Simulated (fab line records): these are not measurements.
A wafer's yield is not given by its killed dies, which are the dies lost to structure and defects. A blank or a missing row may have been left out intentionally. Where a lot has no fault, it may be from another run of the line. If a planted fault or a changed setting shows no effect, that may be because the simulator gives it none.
A single fault, viewed from 3 desks | flow n5-finfet | what lay behind the numbers comes last; until then each desk has only its own

== FROM THE METROLOGY DESK ==
Means of the sampled wafers that have a number, per lot and without regard to the tool the lot ran on: this is what the gauges read. Any lot whose mean is over 4 standard deviations away from the usual mean is out of limits and marked OUT; that distance is given in the brackets.
Columns: A = cd-nm at N5_BEOL_M7_CD_MEAS_28, usual 39.97 nm
lot  | first seen here | A
L670 | day 9 18:02     | 40.03
L671 | day 9 19:02     | 39.87
L674 | day 10 00:49    | 40.00
L675 | day 10 13:34    | 40.09
L678 | day 11 08:38    | 39.87
L685 | day 13 03:32    | 42.45 (+12) OUT
L686 | day 13 03:56    | 42.05 (+9.9) OUT
L689 | day 14 13:35    | 39.74
L691 | day 14 19:56    | 40.20
L692 | day 15 05:37    | 39.78
This desk's finding: out of limits on L685, L686; first on L685, day 13 03:32 (cd-nm at N5_BEOL_M7_CD_MEAS_28). Within limits: L670, L671, L674, L675, L678, L689, L691, L692.

== TOOL OWNER'S DESK, euv-scanner-01 ==
The tool's own readings at N5_BEOL_M7_EXPOSE_25 (exposes mask V6, target cd 40 nm): means of the sampled wafers that have a number, for each lot that ran on this tool. Any lot whose mean is over 4 standard deviations away from the usual mean is out of limits and marked OUT; that distance is given in the brackets.
Columns: A = exposure-dose-mJ-cm2 at N5_BEOL_M7_EXPOSE_25, usual 42.40
lot  | first seen here | A
L670 | day 9 17:55     | 42.46
L674 | day 10 00:41    | 42.36
L675 | day 10 13:27    | 42.50
L685 | day 13 03:25    | 48.07 (+76) OUT
L686 | day 13 03:49    | 46.95 (+61) OUT
This desk's finding: out of limits on L685, L686; first on L685, day 13 03:25 (exposure-dose-mJ-cm2 at N5_BEOL_M7_EXPOSE_25). Within limits: L670, L674, L675.

== THE DEFECT DESK ==
Counts from the inspections along the route, per lot, as means over the sampled wafers that have a number. Any lot whose mean is over 4 standard deviations away from the usual mean is out of limits and marked OUT; that distance is given in the brackets.
Columns: A = raw-defect-count at N5_BEOL_M7_INSPECT_13, usual 439
lot  | first seen here | A
L670 | day 9 17:07     | 472
L671 | day 9 17:59     | 346
L674 | day 9 22:28     | 454
L675 | day 10 12:34    | 305
L678 | day 11 06:01    | 461
L685 | day 13 01:30    | 458
L686 | day 13 01:32    | 375
L689 | day 14 09:20    | 438
L691 | day 14 18:49    | 573
L692 | day 15 04:04    | 558
This desk's verdict: no lot among the 10 shows anything out of limits.

== PUT TOGETHER ==
At day 13 03:25, on L685, L686, the tool owner's desk was in a position to raise an alarm.
An alarm was possible from the metrology desk at day 13 03:32, on L685, L686.
No out-of-limits result turned up at the defect desk.
The defect desk has L685, L686 on record, within its limits.
The lots listed all ran N5_BEOL_M7_EXPOSE_25 on euv-scanner-01.

== WHAT WAS PUT IN BY THE SIMULATOR ==
Drift in process parameters on euv-scanner-01 at N5_BEOL_M7_EXPOSE_25, starting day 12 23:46. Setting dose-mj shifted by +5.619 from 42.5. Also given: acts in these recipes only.
Struck lots among those shown: L685, L686.
Hours from the fault's start to each desk's first reading out of limits: the tool owner's desk, 4; the metrology desk, 4.
